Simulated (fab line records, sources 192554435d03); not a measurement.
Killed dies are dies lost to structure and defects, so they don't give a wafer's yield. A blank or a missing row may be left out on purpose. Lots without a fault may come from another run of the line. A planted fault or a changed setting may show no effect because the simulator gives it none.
Which tool did it? | flow n5_finfet | 24 lots, 72 wafers sampled, at 4 steps of a route of 1938

WHAT THE GAUGES READ, wafer by wafer
N5_BEOL_M0_SAQP_CD_MEAS_40: target cd 30 nm. Usual: cd_nm 29.86 nm, standard deviation 0.27.
lot  | measured     | on        | cd_nm (nm)        | flag
L074 | day 5 19:35  | cd_sem-02 | 30.20 29.81 30.03 |
L075 | day 6 07:11  | cd_sem-03 | 29.91 30.15 29.76 |
L076 | day 6 11:16  | cd_sem-02 | 29.98 30.29 29.69 |
L077 | day 6 10:59  | cd_sem-03 | 29.68 29.76 29.77 |
L078 | day 6 17:32  | cd_sem-03 | 29.95 29.76 29.75 |
L079 | day 7 02:01  | cd_sem-02 | 30.34 29.60 30.07 |
L080 | day 7 05:35  | cd_sem-01 | 30.18 30.17 30.31 |
L081 | day 7 12:35  | cd_sem-02 | 30.00 30.27 29.41 |
L082 | day 7 22:38  | cd_sem-03 | 29.89 29.76 29.49 |
L083 | day 8 03:31  | cd_sem-01 | 30.05 30.05 29.97 |
L084 | day 8 10:11  | cd_sem-03 | 30.09 29.97 30.25 |
L085 | day 8 20:56  | cd_sem-02 | 30.04 29.84 29.70 |
L086 | day 9 01:36  | cd_sem-02 | 29.75 29.54 29.64 |
L087 | day 9 06:02  | cd_sem-03 | 29.48 29.49 29.14 |
L088 | day 9 09:07  | cd_sem-02 | 29.80 29.89 29.49 |
L089 | day 9 13:31  | cd_sem-03 | 29.82 30.10 29.48 |
L090 | day 9 19:34  | cd_sem-03 | 30.04 30.03 29.88 |
L091 | day 9 22:20  | cd_sem-03 | 29.88 29.74 29.74 |
L092 | day 10 06:57 | cd_sem-03 | 29.71 29.60 29.92 |
L093 | day 10 13:20 | cd_sem-03 | 29.71 29.64 29.80 |
L094 | day 10 22:38 | cd_sem-03 | 29.59 29.68 29.87 |
L095 | day 11 01:02 | cd_sem-02 | 29.87 29.90 29.66 |
L096 | day 11 10:23 | cd_sem-03 | 30.11 29.87 29.73 |
L097 | day 11 13:01 | cd_sem-01 | 30.03 29.43 29.70 |

WHICH TOOL RAN EACH LOT (tool, then ch and the chambers of the sampled wafers, then the start)
lot  | N5_MOL_CONTACT_COAG_CVD_140   | N5_BEOL_M0_SAQP_PECVD_00        | N5_BEOL_M0_SAQP_SPACER2_ETCHBACK_27
L074 | cvd_w-02 ch 0,1, day 5 07:42  | pecvd-01 ch 0,1,2, day 5 12:57  | rie_diel-05 ch 2,3, day 5 18:58
L075 | cvd_w-02 ch 0,1, day 5 21:40  | pecvd-02 ch 0,2, day 6 01:41    | rie_diel-05 ch 1,2, day 6 06:41
L076 | cvd_w-02 ch 0,1, day 5 23:29  | pecvd-01 ch 0,1,2, day 6 04:41  | rie_diel-06 ch 0,3, day 6 10:38
L077 | cvd_w-01 ch 0,1, day 6 00:03  | pecvd-02 ch 0,2, day 6 04:41    | rie_diel-02 ch 1,2, day 6 10:22
L078 | cvd_w-01 ch 0,1, day 6 05:59  | pecvd-01 ch 1,2, day 6 09:59    | rie_diel-06 ch 0,1,2, day 6 16:54
L079 | cvd_w-02 ch 0,1, day 6 15:32  | pecvd-04 ch 0,1, day 6 19:35    | rie_diel-02 ch 0,2, day 7 01:31
L080 | cvd_w-01 ch 0,1, day 6 19:51  | pecvd-01 ch 0,1, day 6 23:51    | rie_diel-05 ch 0,2,3, day 7 05:05
L081 | cvd_w-01 ch 0,1, day 7 03:46  | pecvd-01 ch 0,1, day 7 07:46    | rie_diel-05 ch 1,2,3, day 7 12:05
L082 | cvd_w-02 ch 0,1, day 7 14:06  | pecvd-04 ch 1,2, day 7 18:01    | rie_diel-06 ch 0,2, day 7 22:07
L083 | cvd_w-01 ch 0,1, day 7 15:47  | pecvd-04 ch 0,1,2, day 7 21:02  | rie_diel-05 ch 2,3, day 8 02:53
L084 | cvd_w-02 ch 0,1, day 7 22:19  | pecvd-01 ch 0,1,2, day 8 02:19  | rie_diel-06 ch 0,2, day 8 09:33
L085 | cvd_w-02 ch 0,1, day 8 10:24  | pecvd-02 ch 1,2, day 8 14:24    | rie_diel-05 ch 2,3, day 8 20:17
L086 | cvd_w-02 ch 0,1, day 8 15:05  | pecvd-01 ch 0,2, day 8 19:05    | rie_diel-05 ch 2,3, day 9 01:04
L087 | cvd_w-01 ch 0,1, day 8 19:38  | pecvd-04 ch 0,1,2, day 8 23:38  | rie_diel-02 ch 1,2,3, day 9 05:24
L088 | cvd_w-01 ch 0, day 8 23:54    | pecvd-01 ch 0,1,2, day 9 03:55  | rie_diel-02 ch 2,3, day 9 08:29
L089 | cvd_w-02 ch 1, day 9 02:53    | pecvd-04 ch 0,1,2, day 9 07:03  | rie_diel-05 ch 2,3, day 9 12:53
L090 | cvd_w-02 ch 0,1, day 9 10:03  | pecvd-04 ch 0,2, day 9 14:00    | rie_diel-06 ch 0,1, day 9 18:55
L091 | cvd_w-01 ch 0,1, day 9 10:47  | pecvd-01 ch 0,1, day 9 16:59    | rie_diel-02 ch 1,2, day 9 21:50
L092 | cvd_w-02 ch 0,1, day 9 20:52  | pecvd-01 ch 0,1, day 10 01:07   | rie_diel-05 ch 0,2, day 10 06:27
L093 | cvd_w-02 ch 1, day 10 03:10   | pecvd-02 ch 0,2, day 10 07:11   | rie_diel-02 ch 0,1,3, day 10 12:50
L094 | cvd_w-02 ch 0,1, day 10 08:41 | pecvd-04 ch 0,1, day 10 12:46   | rie_diel-05 ch 1,3, day 10 22:07
L095 | cvd_w-02 ch 0,1, day 10 13:39 | pecvd-04 ch 0,1, day 10 17:39   | rie_diel-05 ch 0,2,3, day 11 00:25
L096 | cvd_w-02 ch 0,1, day 11 00:49 | pecvd-04 ch 0,2, day 11 04:49   | rie_diel-06 ch 1,3, day 11 09:46
L097 | cvd_w-02 ch 0,1, day 11 01:56 | pecvd-02 ch 0,1,2, day 11 07:49 | rie_diel-05 ch 1,2, day 11 12:31
- N5_MOL_CONTACT_COAG_CVD_140: deposits W, target thk 66.5 nm, time 215 s.
- N5_BEOL_M0_SAQP_PECVD_00: deposits SiCN from 3MS/NH3, target thk 8 nm, time 14 s.
- N5_BEOL_M0_SAQP_SPACER2_ETCHBACK_27: etches SiO2 in CHF3/O2, target depth 22.5 nm, time 11.25 s.

WHAT THE TOOLS THEMSELVES READ (means of the sampled wafers that have a number; where no wafer has one, the mark that the record gives instead)
N5_MOL_CONTACT_COAG_CVD_140. Usual: heater_power_w 474 W, standard deviation 29.
lot  | tool     | heater_power_w (W) | flag
L074 | cvd_w-02 | 449                |
L075 | cvd_w-02 | 454                |
L076 | cvd_w-02 | 454                |
L077 | cvd_w-01 | 494                |
L078 | cvd_w-01 | 518                |
L079 | cvd_w-02 | 448                |
L080 | cvd_w-01 | 514                |
L081 | cvd_w-01 | 499                |
L082 | cvd_w-02 | 456                |
L083 | cvd_w-01 | 520                |
L084 | cvd_w-02 | 456                |
L085 | cvd_w-02 | 463                |
L086 | cvd_w-02 | 455                |
L087 | cvd_w-01 | 497                |
L088 | cvd_w-01 | 484                |
L089 | cvd_w-02 | 452                |
L090 | cvd_w-02 | 452                |
L091 | cvd_w-01 | 516                |
L092 | cvd_w-02 | 456                |
L093 | cvd_w-02 | 453                |
L094 | cvd_w-02 | 462                |
L095 | cvd_w-02 | 462                |
L096 | cvd_w-02 | 462                |
L097 | cvd_w-02 | 453                |

N5_BEOL_M0_SAQP_PECVD_00. Usual: showerhead_plenum_p_Torr 3.674 Torr, standard deviation 0.019; throttle_valve_pct 9.0 %, standard deviation 0.57.
lot  | tool     | showerhead_plenum_p_Torr (Torr) | throttle_valve_pct (%) | flag
L074 | pecvd-01 | 3.683                           | 9.0                    |
L075 | pecvd-02 | 3.673                           | 9.2                    |
L076 | pecvd-01 | 3.688                           | 9.0                    |
L077 | pecvd-02 | 3.671                           | 9.4                    |
L078 | pecvd-01 | 3.689                           | 8.8                    |
L079 | pecvd-04 | 3.654                           | 8.9                    |
L080 | pecvd-01 | 3.683                           | 9.0                    |
L081 | pecvd-01 | 3.694                           | 9.6                    |
L082 | pecvd-04 | 3.671                           | 8.6                    |
L083 | pecvd-04 | 3.667                           | 8.7                    |
L084 | pecvd-01 | 3.682                           | 9.0                    |
L085 | pecvd-02 | 3.671                           | 9.0                    |
L086 | pecvd-01 | 3.675                           | 8.4                    |
L087 | pecvd-04 | 3.663                           | 8.9                    |
L088 | pecvd-01 | 3.683                           | 9.1                    |
L089 | pecvd-04 | 3.669                           | 9.1                    |
L090 | pecvd-04 | 3.673                           | 9.1                    |
L091 | pecvd-01 | 3.683                           | 9.1                    |
L092 | pecvd-01 | 3.693                           | 9.6                    |
L093 | pecvd-02 | 3.680                           | 9.3                    |
L094 | pecvd-04 | 3.665                           | 9.2                    |
L095 | pecvd-04 | 3.668                           | 9.1                    |
L096 | pecvd-04 | 3.679                           | 9.2                    |
L097 | pecvd-02 | 3.661                           | 8.9                    |

N5_BEOL_M0_SAQP_SPACER2_ETCHBACK_27. Usual: O2_flow_sccm 4.999 sccm, standard deviation 0.016; drypump_motor_current_A 5.7 A, standard deviation 0.46; oes_o_777_au 0.78 a.u., standard deviation 0.082; oes_product_au 0.78 a.u., standard deviation 0.09; rf_vpp_V 527 V, standard deviation 7.5; showerhead_plenum_p_Torr 2.42 Torr, standard deviation 0.09; throttle_valve_pct 18.99 %, standard deviation 0.26.
lot  | tool        | O2_flow_sccm (sccm) | drypump_motor_current_A (A) | oes_o_777_au (a.u.) | oes_product_au (a.u.) | rf_vpp_V (V) | showerhead_plenum_p_Torr (Torr) | throttle_valve_pct (%) | flag
L074 | rie_diel-05 | 4.988               | 5.7                         | 0.77                | 0.76                  | 522          | 2.48                            | 19.07                  |
L075 | rie_diel-05 | 5.001               | 5.7                         | 0.72                | 0.72                  | 524          | 2.50                            | 19.05                  |
L076 | rie_diel-06 | 5.011               | 5.8                         | 0.74                | 0.75                  | 534          | 2.28                            | 19.15                  |
L077 | rie_diel-02 | 4.997               | 5.7                         | 0.85                | 0.86                  | 540          | 2.41                            | 18.84                  |
L078 | rie_diel-06 | 4.995               | 6.0                         | 0.85                | 0.85                  | 525          | 2.36                            | 19.09                  |
L079 | rie_diel-02 | 4.991               | 5.9                         | 0.73                | 0.74                  | 529          | 2.43                            | 18.81                  |
L080 | rie_diel-05 | 5.002               | 5.7                         | 0.74                | 0.73                  | 524          | 2.43                            | 19.03                  |
L081 | rie_diel-05 | 5.016               | 5.6                         | 0.74                | 0.74                  | 525          | 2.47                            | 18.95                  |
L082 | rie_diel-06 | 4.994               | 5.5                         | 0.84                | 0.84                  | 524          | 2.30                            | 19.04                  |
L083 | rie_diel-05 | 4.988               | 5.4                         | 0.75                | 0.74                  | 524          | 2.43                            | 18.85                  |
L084 | rie_diel-06 | 4.991               | 5.5                         | 0.84                | 0.83                  | 524          | 2.30                            | 19.04                  |
L085 | rie_diel-05 | 4.993               | 5.7                         | 0.75                | 0.75                  | 522          | 2.47                            | 19.09                  |
L086 | rie_diel-05 | 5.009               | 5.4                         | 0.75                | 0.73                  | 524          | 2.42                            | 18.86                  |
L087 | rie_diel-02 | 5.000               | 5.7                         | 0.86                | 0.87                  | 535          | 2.44                            | 18.93                  |
L088 | rie_diel-02 | 4.998               | 5.3                         | 0.83                | 0.84                  | 534          | 2.37                            | 19.01                  |
L089 | rie_diel-05 | 4.996               | 5.7                         | 0.75                | 0.74                  | 523          | 2.47                            | 19.11                  |
L090 | rie_diel-06 | 5.009               | 6.1                         | 0.76                | 0.76                  | 521          | 2.34                            | 19.22                  |
L091 | rie_diel-02 | 5.003               | 6.2                         | 0.84                | 0.85                  | 542          | 2.47                            | 18.79                  |
L092 | rie_diel-05 | 4.982               | 5.9                         | 0.88                | 0.89                  | 522          | 2.42                            | 18.99                  |
L093 | rie_diel-02 | 4.993               | 6.0                         | 0.89                | 0.91                  | 531          | 2.49                            | 18.74                  |
L094 | rie_diel-05 | 5.001               | 5.4                         | 0.70                | 0.68                  | 527          | 2.44                            | 18.88                  |
L095 | rie_diel-05 | 4.982               | 5.6                         | 0.80                | 0.81                  | 523          | 2.42                            | 18.94                  |
L096 | rie_diel-06 | 5.000               | 6.2                         | 0.71                | 0.70                  | 535          | 2.33                            | 19.26                  |
L097 | rie_diel-05 | 5.015               | 5.9                         | 0.72                | 0.72                  | 521          | 2.50                            | 19.25                  |

THE ANSWER, worked out from the rows above alone
Rule: a lot is off if the mean of its wafers that have a number lies more than 3 standard deviations from the usual mean. A lot without any number at a reading at which 4 lots or more have one is off too. The other lots that the step has rows for count as sound. The gauges are gone through in route order, then the tools' own readings, and for those a lot's mean is taken as printed above. The first step at which some lot is off is used, and at that step the reading that is off furthest; a lot without a number counts as furthest.
No lot is off at any reading shown: from this, nothing can be told.

WHAT THE SIMULATOR HAD PUT IN
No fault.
